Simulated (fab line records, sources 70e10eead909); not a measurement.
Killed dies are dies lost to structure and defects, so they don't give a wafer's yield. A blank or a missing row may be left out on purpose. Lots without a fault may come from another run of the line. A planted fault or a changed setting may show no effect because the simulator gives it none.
Chamber matching | flow nand_harc | NHARC_P_CONTACT_CMP_24 on cmp-02: 4 sister chambers
The step polishes, t overpolish 30 s, target thk 200 nm. 22 wafers are shown with their chamber, then 11 later ones without.

WAFERS WITH THEIR CHAMBER
wafer  | chamber | motor_current_A (A) | time_to_endpoint_s (s) | overpolish_run_s (s)
L074.2 | 2       | 10.8                | 44                     | 30.008
L074.3 | 3       | 13.8                | 38                     | 29.991
L074.5 | 1       | 12.4                | 45                     | 30.002
L076.1 | 2       | 11.6                | 44                     | 30.002
L076.2 | 0       | 10.7                | 41                     | 30.000
L076.4 | 1       | 11.5                | 45                     | 29.993
L079.1 | 1       | 12.1                | 43                     | 29.993
L079.4 | 3       | 13.5                | 40                     | 30.016
L079.5 | 2       | 11.4                | 44                     | 29.999
L081.2 | 3       | 13.4                | 39                     | 29.993
L081.3 | 0       | 10.5                | 40                     | 30.007
L081.6 | 0       | 10.4                | 39                     | 29.995
L084.2 | 0       | 10.4                | 43                     | 29.998
L084.4 | 3       | 13.9                | 40                     | 30.005
L084.6 | 0       | 10.8                | 43                     | 29.997
L087.2 | 3       | 13.5                | 39                     | 29.994
L087.4 | 1       | 12.0                | 40                     | 30.000
L087.5 | 2       | 11.7                | 43                     | 29.980
L091.1 | 2       | 11.1                | 42                     | 30.000
L091.2 | 0       | 10.6                | 36                     | 29.987
L091.6 | 3       | 13.8                | 37                     | 29.996
L092.1 | 3       | 13.8                | 34                     | 29.996

SIGNATURES (means of the wafers above)
reading            | chamber 0 | chamber 1 | chamber 2 | chamber 3 | scatter within a chamber
motor_current_A    | 10.567    | 12.000    | 11.320    | 13.671    | 0.272
time_to_endpoint_s | 40.33     | 43.25     | 43.40     | 38.14     | 2.14
overpolish_run_s   | 29.99733  | 29.99700  | 29.99780  | 29.99871  | 0.00814
Rule: a wafer's distance from a chamber is the root of the sum, over the readings, of the square of ((its reading less the chamber's mean) divided by the reading's scatter). The wafer belongs to the nearest chamber; if the next one is less than 2 further off, it can't be placed. The scatter: the root of (the sum of the squares of (reading less its chamber's mean) over the shown wafers, divided by (wafers less chambers)).

WAFERS WITHOUT THEIR CHAMBER
wafer  | motor_current_A (A) | time_to_endpoint_s (s) | overpolish_run_s (s)
L092.4 | 10.9                | 35                     | 30.000
L092.6 | 12.4                | 40                     | 29.987
L093.1 | 12.2                | 38                     | 30.014
L093.2 | 13.9                | 37                     | 29.992
L093.6 | 12.6                | 40                     | 29.993
L096.2 | 12.3                | 41                     | 29.989
L096.3 | 13.7                | 36                     | 30.001
L096.5 | 10.7                | 35                     | 30.010
L097.3 | 13.2                | 40                     | 29.995
L097.4 | 11.5                | 41                     | 30.009
L097.6 | 10.3                | 39                     | 29.989

WHICH CHAMBER EACH WENT THROUGH
wafer  | from the rows above          | in truth
L092.4 | can't be placed: 0 or 2      | 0
L092.6 | 1                            | 1
L093.1 | can't be placed: 1 or 2      | 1
L093.2 | 3                            | 3
L093.6 | can't be placed: 1 or 3      | 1
L096.2 | 1                            | 1
L096.3 | 3                            | 3
L096.5 | can't be placed: 0 or 2      | 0
L097.3 | 3                            | 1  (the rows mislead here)
L097.4 | can't be placed: 2 or 1 or 0 | 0
L097.6 | 0                            | 0
Placed correctly: 5 of 11. Can't be placed from these rows: 5 (the true chamber is among the candidates in 5). Placed wrongly: 1.
